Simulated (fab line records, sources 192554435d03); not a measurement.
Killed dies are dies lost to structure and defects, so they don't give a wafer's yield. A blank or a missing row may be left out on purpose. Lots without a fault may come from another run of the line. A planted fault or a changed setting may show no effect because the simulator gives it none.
Which tool did it? | flow n5_finfet | 9 lots, 27 wafers sampled, at 5 steps of a route of 1938

WHAT THE GAUGES READ, wafer by wafer
N5_BEOL_M1_INSPECT_59: inspects for defects (darkfield).
lot  | measured     | on                | raw_defect_count
L456 | day 7 03:13  | defect_inspect-02 | 40 45 45
L462 | day 8 14:40  | defect_inspect-01 | 1187 1165 1281
L463 | day 8 20:34  | defect_inspect-02 | 1219 1178 1262
L466 | day 9 21:28  | defect_inspect-01 | 158 69 60
L468 | day 10 07:31 | defect_inspect-02 | 68 76 79
L470 | day 10 13:29 | defect_inspect-02 | 109 55 113
L473 | day 11 11:10 | defect_inspect-02 | 34 37 37
L475 | day 11 17:03 | defect_inspect-02 | 89 92 45
L476 | day 12 02:59 | defect_inspect-02 | 60 90 71

WHICH TOOL RAN EACH LOT (tool, then ch and the chambers of the sampled wafers, then the start)
lot  | N5_BEOL_M1_SPUTTER_90        | N5_BEOL_M1_SPUTTER_96        | N5_BEOL_M1_CMP_52             | N5_BEOL_M1_PRE_CLEAN_56
L456 | pvd_sputter-02, day 7 01:28  | pvd_sputter-02, day 7 02:08  | cmp-01 ch 0,2,3, day 7 02:40  | pecvd-02 ch 0,2, day 7 03:06
L462 | pvd_sputter-03, day 8 12:46  | pvd_sputter-03, day 8 13:26  | cmp-01 ch 2,3, day 8 14:04    | pecvd-01 ch 1,2, day 8 14:32
L463 | pvd_sputter-03, day 8 18:50  | pvd_sputter-03, day 8 19:29  | cmp-02 ch 0,1,2, day 8 20:04  | pecvd-01 ch 0,1, day 8 20:27
L466 | pvd_sputter-02, day 9 19:29  | pvd_sputter-02, day 9 20:09  | cmp-01 ch 0,2,3, day 9 20:56  | pecvd-02 ch 0,2, day 9 21:20
L468 | pvd_sputter-02, day 10 05:47 | pvd_sputter-02, day 10 06:26 | cmp-02 ch 0,1,2, day 10 06:58 | pecvd-04 ch 1,2, day 10 07:24
L470 | pvd_sputter-02, day 10 11:31 | pvd_sputter-02, day 10 12:10 | cmp-01 ch 1,3, day 10 12:55   | pecvd-04 ch 0,1,2, day 10 13:20
L473 | pvd_sputter-02, day 11 09:23 | pvd_sputter-02, day 11 10:02 | cmp-02 ch 2,3, day 11 10:35   | pecvd-04 ch 0,1,2, day 11 11:02
L475 | pvd_sputter-01, day 11 14:57 | pvd_sputter-01, day 11 15:37 | cmp-03 ch 0,2, day 11 16:27   | pecvd-04 ch 0,1,2, day 11 16:56
L476 | pvd_sputter-02, day 12 01:12 | pvd_sputter-02, day 12 01:52 | cmp-01 ch 2,3, day 12 02:23   | pecvd-04 ch 0,1,2, day 12 02:52
- N5_BEOL_M1_SPUTTER_90: material Cu, target thk 4.5 nm, time 8.29 s.
- N5_BEOL_M1_SPUTTER_96: material Cu, target thk 4.5 nm, time 8.29 s.
- N5_BEOL_M1_CMP_52: polishes, stops on SiOC, t overpolish 6.8 s, target thk 40 nm.
- N5_BEOL_M1_PRE_CLEAN_56: time 15 s.

THE ANSWER, worked out from the rows above alone
Rule: what is usual is taken from the lots themselves. Put in order of their means at a reading, lots are off if they are a third of the lots or fewer, leave a main group of 4 or more, and stand apart from it by a gap of 3 or more times the standard deviation of the main group's means; of several such gaps the widest counts. A main group whose means are all the same, to the digits that the tables above print for the reading, isn't used. A lot without any number at a reading at which 4 lots or more have one is off too. The other lots that the step has rows for count as sound.
Off: L462, L463, at N5_BEOL_M1_INSPECT_59 (raw_defect_count). The main group: mean 70, standard deviation 21.
A tool fits if, at a process step before that reading, it ran every lot that is off, and no sound lot after the first of them. The gauges at N5_BEOL_M1_INSPECT_59 are tried like those tools. Can't be told from this: 2 tools fit, pvd_sputter-03 at N5_BEOL_M1_SPUTTER_90 and N5_BEOL_M1_SPUTTER_96, pecvd-01 at N5_BEOL_M1_PRE_CLEAN_56.

WHAT THE SIMULATOR HAD PUT IN
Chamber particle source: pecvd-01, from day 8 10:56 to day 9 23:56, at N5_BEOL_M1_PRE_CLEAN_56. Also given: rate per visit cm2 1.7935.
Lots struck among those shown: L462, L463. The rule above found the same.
